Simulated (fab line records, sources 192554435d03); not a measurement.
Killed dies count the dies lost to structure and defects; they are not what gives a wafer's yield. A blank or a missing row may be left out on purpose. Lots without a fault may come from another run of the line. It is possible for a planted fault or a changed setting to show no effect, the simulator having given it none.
A struck lot beside a sound one + flow n5Finfet + 17 steps out of a route of 1938
Sound: these wafers, L447.2, L447.4, L447.6. Wafers struck: L435.1, L435.2, L435.3. Last of all comes the cause.
Order at every step that has rows: each side's tool, ch and its chambers, its first start. Under that, the readings that differ: sound wafers + struck wafers + difference of the means + sigmas: that difference in standard deviations of wafers without a fault.
alike: readings with means less than 2 such deviations apart, plus words and numbers identical on both sides. not compared: withheld readings, readings lacking a value on some wafer, bounds such as >300 that could conceal the same value, and numbers that have no deviation in the record and whose values overlap.
Wherever a step has rows on one side only, a row that says differs or no value, or a row with sigmas, the two part there. Numbers that don't overlap but have no deviation are shown without sigmas and don't part them. Lack of a reading on every wafer of one side parts them only where that side has two or more wafers.

first, 10 steps without rows for these wafers: N5_PMOS_HMC_CHANNEL_EPI_DESCUM_14 (chemistry O2, time 7.9 s); N5_PMOS_HMC_CHANNEL_EPI_ETCH_32 (etches BARC in N2/H2, stops on SiO2, target depth 85.8 nm, time 50.3 s); N5_PMOS_HMC_CHANNEL_EPI_HM_OPEN_15 (chemistry CHF3/O2, target SiO2, target depth 40.6 nm, time 20.3 s); N5_PMOS_HMC_CHANNEL_EPI_STRIP_33 (strips in N2/H2); N5_PMOS_HMC_CHANNEL_EPI_STRIP_17 (strips in SPM, time 750 s); N5_PMOS_HMC_CHANNEL_EPI_ETCH_38 (etches SiO2 in CF4, target depth 1.5 nm); N5_PMOS_HMC_CHANNEL_EPI_FIN_RECESS_16 (chemistry HBr/Cl2, target Si, target depth 54 nm, time 18 s); N5_PMOS_HMC_CHANNEL_EPI_PRECLEAN_36 (cleans in O3/DIW, time 45 s); N5_PMOS_HMC_CHANNEL_EPI_PRECLEAN_18 (cleans in DHF, time 30 s); N5_PMOS_HMC_CHANNEL_EPI_SRD_19 (time 30 s).
N5_PMOS_HMC_CHANNEL_EPI_EPI_20: deposits SiGe30, target thk 59 nm.
  sound on epiRpcvd-04 ch 0, day 6 00:10; struck on epiRpcvd-04, day 3 00:37
  no value came back on the struck wafers for chamberPressureTorr (Torr), lampInnerPct (%); on the sound wafers chamberPressureTorr (Torr) reads 19.96 19.95 19.92
then, 4 steps without rows for these wafers: N5_PMOS_HMC_CHANNEL_EPI_HM_STRIP_35 (strips SiO2 in dHF, material SiO2, target depth 39.6 nm, time 216 s); N5_PMOS_HMC_CHANNEL_EPI_SRD_39 (time 30 s); N5_PMOS_HMC_CHANNEL_EPI_CMP_21 (polishes SiGe30, target thk 54 nm); N5_PMOS_HMC_CHANNEL_EPI_PRECLEAN_40 (cleans in DHF, time 30 s).
N5_BEOL_M4_RC_MEAS_101:
  the record has rows for the sound wafers here (prober-02 ch 0, day 12 18:57) and none for the struck ones
-- a jump in the record: the struck wafers' starts before and after are 11 days apart (it breaks off in module BEOL_M4 and resumes in module PASSIVATION, where the first step shown is number 1936 of the route) --
N5_PASSIVATION_PROBE_49:
  sound on prober-02, day 17 21:32; struck on prober-01, day 13 22:17
| reading                 | sound          | struck         | difference | sigmas      |
|-------------------------|----------------|----------------|------------|-------------|
| defectLimitedYield (%)  | 90.2 87.4 91.2 | 0 0 0          | -90        | -64         |
| killed_at_M0_to_M3      | 40 40 26       | 2 8 4          | -31        | -3          |
| killedAtContacts        | 17 14 20       | 2 5 4          | -13        | -2          |
| killedAtFrontEnd        | 54 72 48       | 1171 1159 1171 | +1109      | +99 or more |
| killedDies              | 116 149 104    | 1180 1180 1180 | +1057      | +62         |
| killedOnRim             | 12 17 16       | 152 152 152    | +137       | +33         |
| killedOpen              | 80 100 75      | 13 20 15       | -69        | -5          |
| killedShort             | 36 43 28       | 7 10 3         | -29        | -4          |
| sort_bin_5_function (%) | 5.9 8.1 5.3    | 73.8 73.5 71.7 | +66.6      | +71         |
| sortNPass               | 1064 1031 1076 | 0 0 0          | -1057      | -62         |
| sortYieldPct (%)        | 90.2 87.4 91.2 | 0 0 0          | -90        | -60         |
  alike: killed_at_M4_up, killedAtOther, sort_bin_6_memory, sort_bin_8_speed

== WHERE THEY PART ==
At N5_PMOS_HMC_CHANNEL_EPI_EPI_20 first; at N5_PASSIVATION_PROBE_49 last (within this record only).

WHY: the cause the simulator had injected
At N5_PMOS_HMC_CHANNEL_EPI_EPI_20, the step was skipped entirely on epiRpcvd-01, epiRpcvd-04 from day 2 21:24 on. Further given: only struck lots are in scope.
